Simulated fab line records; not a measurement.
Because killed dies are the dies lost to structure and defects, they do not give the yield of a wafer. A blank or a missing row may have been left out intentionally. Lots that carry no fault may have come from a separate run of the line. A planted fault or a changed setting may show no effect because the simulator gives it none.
fab line records + flow n5_finfet
record
- lots=11
- wafers=33
- last_day=18
route steps=1938 shown BEOL_M15@1790 PASSIVATION@1936
lots untouched by any fault: they come from a run of this same line in which no faults occurred
start_h: the number of hours between the record's first day and the start of the first shown wafer of the lot + wait_h: how many hours have passed since the lot's step before this one + " repeats the value in the row above + L1.1+2: several wafers, shown together as one row + - no value, or no start given + * or withheld: withheld + < > ~ a bound
route shown NAME@n: NAME is a module with steps in the file, n the number in the route of the first one + usual: mean and standard deviation over wafers with no fault + same: alike in all rows + chamber/n: place in a boat + sites: the reading at each site + _std_site: the values' standard deviation + _edge_site: outer sites' mean less inner sites' + radius_mm: for every site, how far away it sits from the centre of the wafer + mask NAME#n: copy n + behind: the last tool/chamber to shape the wafer + hold: why the lot was held/for how many hours/how that ended + device: the transistor (n, p or np) that didn't switch + end of line: the tests these same wafers got at the end of their route + a step given without rows: its recipe and nothing more + killed: not the wafer's yield, but the dies lost to structure and defects at the first sort + map: the dies of a wafer, with x for killed, . for not killed, _ for no die there
set.NAME: the run value of the setting; set.NAME@STEP: its run value at that earlier step + model.NAME: the simulator's own value behind a step, which no gauge read
a sample of lots followed through the steps of the route, with each step as a table and each wafer as a row
services: the hour from which a tool's chamber was out of use, counted from the record's first day as start_h (under 0 if before that day), plus the number of hours and why
## steps
# step N5_BEOL_M15_STRIP_64
# recipe
- chemistry=O2
- power_w=600
- temp_c=60
- pressure_mtorr=30
- rf_frequency_hz=6e+07
- bias_power_w=0
- overash_fraction=0.3
- o2_flow_sccm=225
# usual
- drypump_motor_current_A=5.8/0.44
- oes_product_au=0.79/0.099
- rf_vpp_V=3.7/0.49
- showerhead_plenum_p_Torr=2.08/0.087
- throttle_valve_pct=16.72/0.29
| lot.wafer | tool        | chamber | start_h | wait_h | drypump_motor_current_A | oes_product_au | rf_hours_counter_h | rf_vpp_V | showerhead_plenum_p_Torr | throttle_valve_pct |
|-----------|-------------|---------|---------|--------|-------------------------|----------------|--------------------|----------|--------------------------|--------------------|
| L524.1    | rie_diel-03 | 0       | -       | -      | 5.8                     | 0.75           | 176                | 3.5      | 2.18                     | 17.06              |
| L524.4    | "           | 2       | "       | "      | 6.2                     | 0.68           | 222                | 3.3      | 2.12                     | 16.75              |
| L524.6    | "           | 3       | "       | "      | 5.8                     | 0.76           | -                  | 3.5      | 1.99                     | 16.24              |
| L523.2    | rie_diel-06 | 3       | -       | -      | 5.9                     | 0.76           | 149                | 3.6      | 1.92                     | 16.37              |
| L523.5    | "           | 0       | "       | "      | 6.5                     | 0.73           | -                  | 3.1      | 1.99                     | 16.48              |
| L523.6    | "           | 3       | "       | "      | 5.9                     | 0.76           | -                  | 3.3      | 1.92                     | 16.37              |
| L525.2    | rie_diel-01 | 2       | -       | -      | 5.4                     | 0.70           | 213                | 3.4      | 2.19                     | 16.99              |
| L525.3    | "           | 1       | "       | "      | 5.5                     | 0.90           | 24                 | 3.3      | 2.11                     | 16.53              |
| L525.4    | "           | 1       | "       | "      | 5.5                     | 0.90           | -                  | 3.3      | 2.11                     | 16.54              |
| L532.1    | rie_diel-06 | 0       | -       | -      | 6.5                     | 0.72           | 225                | 3.4      | 1.99                     | 16.52              |
| L532.2    | "           | 1       | "       | "      | 6.5                     | 0.83           | 72                 | 3.5      | 2.19                     | 16.53              |
| L532.5    | "           | 3       | "       | "      | 5.9                     | 0.73           | -                  | 4.4      | 1.91                     | 16.40              |
| L537.1    | rie_diel-03 | 2       | -       | -      | 6.2                     | 0.66           | 248                | 4.1      | 2.11                     | 16.80              |
| L537.3    | "           | 3       | "       | "      | 5.8                     | 0.74           | 160                | 3.5      | 1.98                     | 16.30              |
| L537.4    | "           | 1       | "       | "      | 6.8                     | 0.66           | 245                | 4.1      | 1.99                     | 17.14              |
| L539.3    | rie_diel-01 | 3       | -       | -      | 5.4                     | 0.73           | 190                | 3.4      | 2.08                     | 17.05              |
| L539.4    | "           | 1       | "       | "      | 5.5                     | 0.86           | 50                 | 4.1      | 2.10                     | 16.57              |
| L539.6    | "           | 1       | "       | "      | 5.5                     | 0.86           | -                  | 3.3      | 2.10                     | 16.56              |
| L541.1    | rie_diel-03 | 3       | -       | -      | 5.8                     | 0.74           | 167                | 4.2      | 1.98                     | 16.30              |
| L541.4    | "           | 1       | "       | "      | 6.8                     | 0.65           | -                  | 3.4      | 1.99                     | 17.16              |
| L541.6    | "           | 3       | "       | "      | 5.8                     | 0.73           | -                  | 3.3      | 1.98                     | 16.29              |
| L538.2    | rie_diel-06 | 2       | -       | -      | 5.7                     | 0.91           | 40                 | 4.1      | 2.04                     | 16.84              |
| L538.3    | "           | 3       | "       | "      | 5.8                     | 0.73           | 182                | 4.0      | 1.91                     | 16.44              |
| L538.5    | "           | 2       | "       | "      | 5.6                     | 0.90           | -                  | 4.3      | 2.04                     | 16.84              |
| L540.2    | rie_diel-03 | 3       | -       | -      | 5.8                     | 0.73           | 170                | 4.0      | 1.98                     | 16.32              |
| L540.4    | "           | 0       | "       | "      | 5.8                     | 0.71           | -                  | 4.2      | 2.17                     | 17.13              |
| L540.6    | "           | 3       | "       | "      | 5.8                     | 0.73           | -                  | 3.4      | 1.98                     | 16.30              |
| L542.1    | rie_diel-01 | 2       | -       | -      | 5.4                     | 0.67           | 248                | 3.1      | 2.18                     | 17.07              |
| L542.2    | "           | 1       | "       | "      | 5.5                     | 0.84           | 58                 | 3.6      | 2.10                     | 16.59              |
| L542.3    | "           | 0       | "       | "      | 5.5                     | 0.90           | 22                 | 3.3      | 2.06                     | 16.57              |
| L545.2    | rie_diel-03 | 2       | -       | -      | 6.2                     | 0.95           | 12                 | 4.7      | 2.11                     | 16.39              |
| L545.4    | "           | 0       | "       | "      | 5.8                     | 0.70           | 224                | 3.7      | 2.16                     | 17.16              |
| L545.5    | "           | 1       | "       | "      | 6.7                     | 0.98           | -                  | 3.7      | 2.25                     | 16.63              |
# step N5_BEOL_M15_OVL_MEAS_29
# recipe
- points_per_wafer=44
# usual
- M15_OVL=-3/5.2
| lot.wafer | tool       | chamber | start_h | wait_h | M15_OVL[nm] |
|-----------|------------|---------|---------|--------|-------------|
| L524.1    | overlay-01 | 0       | 244.75  | 0.0    | -3          |
| L524.4    | "          | 0       | "       | "      | -4          |
| L524.6    | "          | 0       | "       | "      | -1          |
| L523.2    | overlay-01 | 0       | 260.15  | 0.0    | -12         |
| L523.5    | "          | 0       | "       | "      | -9          |
| L523.6    | "          | 0       | "       | "      | -11         |
| L525.2    | overlay-02 | 0       | 270.42  | 0.0    | -5          |
| L525.3    | "          | 0       | "       | "      | -3          |
| L525.4    | "          | 0       | "       | "      | -10         |
| L532.1    | overlay-02 | 0       | 314.11  | 0.0    | -2          |
| L532.2    | "          | 0       | "       | "      | 0           |
| L532.5    | "          | 0       | "       | "      | 1           |
| L537.1    | overlay-02 | 0       | 343.53  | 0.0    | 2           |
| L537.3    | "          | 0       | "       | "      | 1           |
| L537.4    | "          | 0       | "       | "      | -5          |
| L539.3    | overlay-01 | 0       | 352.14  | 0.0    | 1           |
| L539.4    | "          | 0       | "       | "      | -3          |
| L539.6    | "          | 0       | "       | "      | -2          |
| L541.1    | overlay-02 | 0       | 367.02  | 0.0    | -4          |
| L541.4    | "          | 0       | "       | "      | -3          |
| L541.6    | "          | 0       | "       | "      | -5          |
| L538.2    | overlay-02 | 0       | 367.65  | 0.0    | -15         |
| L538.3    | "          | 0       | "       | "      | -2          |
| L538.5    | "          | 0       | "       | "      | -11         |
| L540.2    | overlay-02 | 0       | 375.04  | 0.0    | -3          |
| L540.4    | "          | 0       | "       | "      | -8          |
| L540.6    | "          | 0       | "       | "      | -2          |
| L542.1    | overlay-02 | 0       | 381.61  | 0.0    | 5           |
| L542.2    | "          | 0       | "       | "      | -3          |
| L542.3    | "          | 0       | "       | "      | 1           |
| L545.2    | overlay-01 | 0       | 399.54  | 0.0    | -7          |
| L545.4    | "          | 0       | "       | "      | -9          |
| L545.5    | "          | 0       | "       | "      | -9          |
# step N5_BEOL_M15_TRENCH_ETCH_34
# recipe
- chemistry=C4F8/O2/Ar
- target=SiO2
- target_depth_a=8729.3
- he_inner_torr=15
- he_outer_torr=30
- time_s=199
- ion_energy_ev=800
- pressure_mtorr=20
- source_w=1905
- bias_w=2040
- Ar_flow_sccm=400
- C4F8_flow_sccm=16
- O2_flow_sccm=12
# usual
- drypump_motor_current_A=5.9/0.46
- he_inner_torr=15.00/0.034
- oes_ar_750_au=0.78/0.085
- oes_o_777_au=0.77/0.078
- oes_product_au=0.78/0.093
- rf_vpp_V=2214/58
- showerhead_plenum_p_Torr=3.43/0.13
- throttle_valve_pct=31.03/0.27
# same
- time_s=199
| lot.wafer | tool        | chamber | start_h | wait_h | drypump_motor_current_A | he_inner_torr | oes_ar_750_au | oes_o_777_au | oes_product_au | rf_hours_counter_h | rf_vpp_V | showerhead_plenum_p_Torr | throttle_valve_pct |
|-----------|-------------|---------|---------|--------|-------------------------|---------------|---------------|--------------|----------------|--------------------|----------|--------------------------|--------------------|
| L524.1    | rie_diel-03 | 2       | 244.89  | 0.0    | 6.2                     | 15.02         | 0.66          | 0.63         | 0.67           | 223                | 2357     | 3.52                     | 30.83              |
| L524.4    | "           | 3       | "       | "      | 5.8                     | 14.98         | 0.78          | 0.78         | 0.76           | 133                | 2196     | 3.35                     | 30.77              |
| L524.6    | "           | 1       | "       | "      | 6.8                     | 15.00         | 0.71          | 0.70         | 0.68           | -                  | 2195     | 3.28                     | 31.36              |
| L523.2    | rie_diel-01 | 2       | 260.29  | 0.0    | 5.4                     | 14.94         | 0.71          | 0.72         | 0.71           | 210                | 2250     | 3.55                     | 30.98              |
| L523.5    | "           | 1       | "       | "      | 5.5                     | 14.99         | 0.92          | 0.89         | 0.92           | -                  | 2200     | 3.52                     | 31.06              |
| L523.6    | "           | 2       | "       | "      | 5.4                     | 15.02         | 0.71          | 0.73         | 0.70           | -                  | 2251     | 3.55                     | 30.98              |
| L525.2    | rie_diel-01 | 3       | 270.60  | 0.0    | 5.4                     | 14.94         | 0.74          | 0.74         | 0.75           | 163                | 2202     | 3.43                     | 31.36              |
| L525.3    | "           | 2       | "       | "      | 5.4                     | 15.01         | 0.70          | 0.72         | 0.71           | 214                | 2250     | 3.54                     | 30.99              |
| L525.4    | "           | 2       | "       | "      | 5.4                     | 15.01         | 0.71          | 0.72         | 0.72           | -                  | 2250     | 3.54                     | 31.00              |
| L532.1    | rie_diel-06 | 1       | 314.25  | 0.0    | 6.5                     | 14.98         | 0.81          | 0.76         | 0.82           | 73                 | 2243     | 3.63                     | 30.93              |
| L532.2    | "           | 2       | "       | "      | 5.6                     | 15.01         | 0.90          | 0.89         | 0.92           | 24                 | 2233     | 3.38                     | 31.43              |
| L532.5    | "           | 0       | "       | "      | 6.6                     | 14.97         | 0.73          | 0.73         | 0.73           | -                  | 2145     | 3.28                     | 30.65              |
| L537.1    | rie_diel-06 | 1       | 343.68  | 0.0    | 6.5                     | 15.03         | 0.79          | 0.75         | 0.82           | 82                 | 2241     | 3.62                     | 30.96              |
| L537.3    | "           | 2       | "       | "      | 5.6                     | 15.04         | 0.88          | 0.88         | 0.90           | 33                 | 2234     | 3.38                     | 31.43              |
| L537.4    | "           | 0       | "       | "      | 6.6                     | 15.08         | 0.72          | 0.72         | 0.72           | 235                | 2144     | 3.27                     | 30.66              |
| L539.3    | rie_diel-01 | 0       | 352.28  | 0.0    | 5.5                     | 14.93         | 0.92          | 0.92         | 0.93           | 14                 | 2172     | 3.40                     | 31.11              |
| L539.4    | "           | 3       | "       | "      | 5.4                     | 14.99         | 0.73          | 0.72         | 0.72           | 191                | 2201     | 3.42                     | 31.36              |
| L539.6    | "           | 1       | "       | "      | 5.5                     | 14.97         | 0.86          | 0.84         | 0.86           | -                  | 2198     | 3.50                     | 31.10              |
| L541.1    | rie_diel-03 | 3       | 367.55  | 0.0    | 5.8                     | 14.99         | 0.75          | 0.75         | 0.73           | 168                | 2194     | 3.33                     | 30.79              |
| L541.4    | "           | 3       | "       | "      | 5.8                     | 15.05         | 0.75          | 0.74         | 0.73           | -                  | 2195     | 3.33                     | 30.80              |
| L541.6    | "           | 2       | "       | "      | 6.2                     | 15.04         | 0.95          | 0.90         | 0.97           | -                  | 2356     | 3.51                     | 30.79              |
| L538.2    | rie_diel-01 | 3       | 367.79  | 0.0    | 5.4                     | 14.93         | 0.72          | 0.72         | 0.72           | 194                | 2201     | 3.42                     | 31.37              |
| L538.3    | "           | 0       | "       | "      | 5.5                     | 15.01         | 0.91          | 0.90         | 0.92           | 18                 | 2171     | 3.39                     | 31.09              |
| L538.5    | "           | 3       | "       | "      | 5.4                     | 14.97         | 0.72          | 0.72         | 0.72           | -                  | 2199     | 3.42                     | 31.39              |
| L540.2    | rie_diel-03 | 0       | 375.19  | 0.0    | 5.8                     | 14.98         | 0.71          | 0.71         | 0.71           | 216                | 2259     | 3.53                     | 31.40              |
| L540.4    | "           | 0       | "       | "      | 5.8                     | 14.99         | 0.70          | 0.71         | 0.71           | -                  | 2259     | 3.53                     | 31.40              |
| L540.6    | "           | 2       | "       | "      | 6.2                     | 14.97         | 0.93          | 0.89         | 0.96           | -                  | 2357     | 3.51                     | 30.81              |
| L542.1    | rie_diel-01 | 1       | 381.76  | 0.0    | 5.5                     | 14.98         | 0.85          | 0.82         | 0.85           | 59                 | 2196     | 3.50                     | 31.11              |
| L542.2    | "           | 2       | "       | "      | 5.4                     | 15.05         | 0.68          | 0.70         | 0.67           | 249                | 2249     | 3.52                     | 31.02              |
| L542.3    | "           | 3       | "       | "      | 5.4                     | 15.02         | 0.72          | 0.71         | 0.70           | 199                | 2200     | 3.41                     | 31.38              |
| L545.2    | rie_diel-01 | 1       | 399.92  | 0.0    | 5.5                     | 15.04         | 0.85          | 0.83         | 0.84           | 62                 | 2198     | 3.50                     | 31.09              |
| L545.4    | "           | 0       | "       | "      | 5.5                     | 14.98         | 0.88          | 0.88         | 0.88           | -                  | 2172     | 3.39                     | 31.09              |
| L545.5    | "           | 3       | "       | "      | 5.4                     | 15.08         | 0.71          | 0.71         | 0.70           | -                  | 2200     | 3.41                     | 31.38              |
# step N5_BEOL_M15_ANNEAL_48
# recipe
- temp_c=225
- time_s=90
- ambient=N2
# usual
- wafer_temp_C_max=226.03/0.22
# same
- time_s=90
| lot.wafer | tool          | chamber | start_h | wait_h | wafer_temp_C_max |
|-----------|---------------|---------|---------|--------|------------------|
| L524.1    | rtp_anneal-02 | 0       | 247.96  | 0.2    | 225.93           |
| L524.4    | "             | 0       | "       | "      | 226.05           |
| L524.6    | "             | 0       | "       | "      | 226.28           |
| L523.2    | rtp_anneal-02 | 0       | 262.35  | 0.2    | 226.49           |
| L523.5    | "             | 0       | "       | "      | 226.49           |
| L523.6    | "             | 0       | "       | "      | 225.90           |
| L525.2    | rtp_anneal-01 | 0       | 272.99  | 0.3    | 226.05           |
| L525.3    | "             | 0       | "       | "      | 226.05           |
| L525.4    | "             | 0       | "       | "      | 225.53           |
| L532.1    | rtp_anneal-02 | 0       | 315.58  | 0.2    | 226.17           |
| L532.2    | "             | 0       | "       | "      | 225.96           |
| L532.5    | "             | 0       | "       | "      | 226.26           |
| L537.1    | rtp_anneal-02 | 0       | 348.79  | 0.2    | 244.45           |
| L537.3    | "             | 0       | "       | "      | 244.42           |
| L537.4    | "             | 0       | "       | "      | 244.34           |
| L539.3    | rtp_anneal-02 | 0       | 354.88  | 0.2    | 243.91           |
| L539.4    | "             | 0       | "       | "      | 244.44           |
| L539.6    | "             | 0       | "       | "      | 244.09           |
| L541.1    | rtp_anneal-01 | 0       | 369.72  | 0.4    | 225.92           |
| L541.4    | "             | 0       | "       | "      | 225.98           |
| L541.6    | "             | 0       | "       | "      | 226.05           |
| L538.2    | rtp_anneal-02 | 0       | 370.10  | 0.4    | 243.94           |
| L538.3    | "             | 0       | "       | "      | 243.98           |
| L538.5    | "             | 0       | "       | "      | 244.81           |
| L540.2    | rtp_anneal-01 | 0       | 377.88  | 0.2    | 225.58           |
| L540.4    | "             | 0       | "       | "      | 225.63           |
| L540.6    | "             | 0       | "       | "      | 225.77           |
| L542.1    | rtp_anneal-01 | 0       | 384.31  | 0.2    | 226.13           |
| L542.2    | "             | 0       | "       | "      | 225.78           |
| L542.3    | "             | 0       | "       | "      | 226.18           |
| L545.2    | rtp_anneal-01 | 0       | 402.82  | 0.6    | 226.32           |
| L545.4    | "             | 0       | "       | "      | 225.94           |
| L545.5    | "             | 0       | "       | "      | 226.15           |
# step N5_PASSIVATION_PROBE_49
# usual
- defect_limited_yield=91.2/1.6
- killed_at_M0_to_M3=34/11
- killed_at_M4_up=13/5.2
- killed_at_contacts=13/6.3
- killed_at_front_end=40/14
- killed_at_other=3.2/2.4
- killed_dies=104/19
- killed_open=69/14
- killed_short=32/7.5
- sort_bin_4_leakage=0.00/0.04
- sort_bin_5_function=5.3/1.1
- sort_bin_6_memory=3.2/0.73
- sort_bin_8_speed=0.01/0.038
- sort_n_pass=1076/19
# same
- gross_dies=1180
- killed_at_back_side=0
| lot.wafer | tool      | chamber | start_h | wait_h | defect_limited_yield[%] | killed_at_M0_to_M3 | killed_at_M4_up | killed_at_contacts | killed_at_front_end | killed_at_other | killed_dies | killed_open | killed_short | sort_bin_4_leakage[%] | sort_bin_5_function[%] | sort_bin_6_memory[%] | sort_bin_8_speed[%] | sort_n_pass |
|-----------|-----------|---------|---------|--------|-------------------------|--------------------|-----------------|--------------------|---------------------|-----------------|-------------|-------------|--------------|-----------------------|------------------------|----------------------|---------------------|-------------|
| L532.1    | prober-02 | -       | 328.90  | 0.0    | 89.5                    | 30                 | 12              | 18                 | 60                  | 4               | 124         | 82          | 40           | 0                     | 6.3                    | 4.1                  | 0                   | 1056        |
| L532.2    | prober-02 | -       | 328.95  | 0.1    | 90.4                    | 34                 | 12              | 8                  | 55                  | 4               | 113         | 64          | 47           | 0                     | 5.3                    | 4.1                  | 0.08                | 1066        |
| L532.5    | prober-02 | -       | 329.10  | 0.2    | 90.2                    | 37                 | 11              | 15                 | 48                  | 5               | 116         | 76          | 39           | 0                     | 5.8                    | 3.6                  | 0                   | 1064        |
| L538.2    | prober-01 | -       | 385.02  | 0.1    | 89.9                    | 38                 | 16              | 15                 | 49                  | 1               | 119         | 80          | 38           | 0                     | 5.3                    | 4.7                  | 0                   | 1061        |
| L538.3    | prober-01 | -       | 385.07  | 0.1    | 88.1                    | 68                 | 9               | 15                 | 45                  | 3               | 140         | 89          | 51           | 0                     | 6.4                    | 5.2                  | 0                   | 1040        |
| L538.5    | prober-01 | -       | 385.17  | 0.2    | 89.0                    | 51                 | 20              | 9                  | 48                  | 2               | 130         | 79          | 47           | 0                     | 7.5                    | 3.3                  | 0                   | 1050        |
# killed by level:class
L532.1 FIN_SAQP:geometric_particle:open=23 BEOL_M2:geometric_particle:open=16 MOL_CONTACT_COAG:geometric_particle:open=13 FIN_SAQP:geometric_particle:short=11 MOL_CONTACT_COAG:geometric_particle:short=5 STI_FIN_REVEAL:geometric_particle:open=4 BEOL_M4:geometric_particle:open=4 DUMMY_GATE:geometric_particle:open=3
L532.2 FIN_SAQP:geometric_particle:short=23 FIN_SAQP:geometric_particle:open=11 BEOL_M2:geometric_particle:open=10 MOL_CONTACT_COAG:geometric_particle:open=7 BEOL_M0_SAQP:geometric_particle:open=7 BEOL_M0_SAQP:geometric_particle:short=4 BEOL_M3:geometric_particle:short=4 BEOL_M5:geometric_particle:open=4
L532.5 MOL_CONTACT_COAG:geometric_particle:open=14 FIN_SAQP:geometric_particle:short=10 BEOL_M0_SAQP:geometric_particle:open=9 BEOL_M0_SAQP:geometric_particle:short=8 GATE_CUT:geometric_particle:short=7 FIN_SAQP:geometric_particle:open=6 BEOL_M2:geometric_particle:open=6 BEOL_M4:geometric_particle:open=6
L538.2 BEOL_M0_SAQP:geometric_particle:open=15 FIN_SAQP:geometric_particle:open=14 MOL_CONTACT_COAG:geometric_particle:open=10 GATE_CUT:geometric_particle:short=9 BEOL_M0_SAQP:geometric_particle:short=9 BEOL_M4:geometric_particle:open=9 DUMMY_GATE:geometric_particle:open=8 FIN_SAQP:geometric_particle:short=5
L538.3 BEOL_M0_SAQP:geometric_particle:short=16 BEOL_M2:geometric_particle:open=14 FIN_SAQP:geometric_particle:open=13 BEOL_M0_SAQP:geometric_particle:open=12 BEOL_M1:geometric_particle:open=11 BEOL_M3:geometric_particle:open=11 FIN_SAQP:geometric_particle:short=9 MOL_CONTACT_COAG:geometric_particle:short=8
L538.5 FIN_SAQP:geometric_particle:open=14 BEOL_M3:geometric_particle:open=12 BEOL_M0_SAQP:geometric_particle:open=11 FIN_SAQP:geometric_particle:short=10 BEOL_M4:geometric_particle:open=9 BEOL_M0_SAQP:geometric_particle:short=8 MOL_CONTACT_COAG:geometric_particle:short=6 DUMMY_GATE:geometric_particle:open=5
## services
| tool          | chamber | start_h | hours | kind                          |
|---------------|---------|---------|-------|-------------------------------|
| rie_diel-01   | 0       | 267.70  | -     | clean                         |
| rie_diel-01   | 0       | 267.70  | -     | consumable_replace:focus_ring |
| rie_diel-01   | 0       | 267.70  | 39.1  | scheduled_down                |
| rie_diel-01   | 0       | 267.70  | 39.1  | vent_cycle                    |
| rie_diel-01   | 1       | 293.98  | 4.3   | repair                        |
| rie_diel-03   | -       | 297.78  | 2.8   | pm                            |
| rie_diel-01   | -       | 333.66  | 2.8   | pm                            |
| rtp_anneal-01 | -       | 342.45  | 5.1   | pm                            |
| rie_diel-03   | 2       | 348.96  | -     | clean                         |
| rie_diel-03   | 2       | 348.96  | -     | consumable_replace:focus_ring |
| rie_diel-03   | 2       | 348.96  | 17.4  | scheduled_down                |
| rie_diel-03   | 2       | 348.96  | 17.4  | vent_cycle                    |
| rie_diel-03   | 1       | 366.36  | -     | clean                         |
| rie_diel-03   | 1       | 366.36  | -     | consumable_replace:focus_ring |
| rie_diel-03   | 1       | 366.36  | -     | consumable_replace:showerhead |
| rie_diel-03   | 1       | 366.36  | 16.0  | scheduled_down                |
| rie_diel-03   | 1       | 366.36  | 16.0  | vent_cycle                    |
| rie_diel-06   | 2       | 371.77  | 13.6  | repair                        |
| rie_diel-01   | 2       | 386.25  | -     | clean                         |
| rie_diel-01   | 2       | 386.25  | -     | consumable_replace:focus_ring |
| rie_diel-01   | 2       | 386.25  | 18.6  | scheduled_down                |
| rie_diel-01   | 2       | 386.25  | 18.6  | vent_cycle                    |
| rie_diel-01   | 1       | 388.45  | 10.8  | repair                        |
| rie_diel-06   | 0       | 391.23  | -     | clean                         |
## key
first_sign
- step=N5_BEOL_M15_ANNEAL_48
- reading=wafer_temp_C_max
- direction=up
- sigmas=82
- usual=*
- struck=*
effect none on later readings
met_at N5_BEOL_M15_ANNEAL_48
struck_lots L537,L538,L539
not_acting_at N5_BEOL_M15_STRIP_64,N5_BEOL_M15_OVL_MEAS_29,N5_BEOL_M15_TRENCH_ETCH_34
onset_between 315.58 348.79
fault
- kind=process_parameter_drift
- tool=rtp_anneal-02
- chamber=-
- onset_h=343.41
- steps=N5_BEOL_M15_ANNEAL_48
- channel=temp_c
- offset=*
- shape=step
- end_h=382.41
- acts_in=*
- stated=*
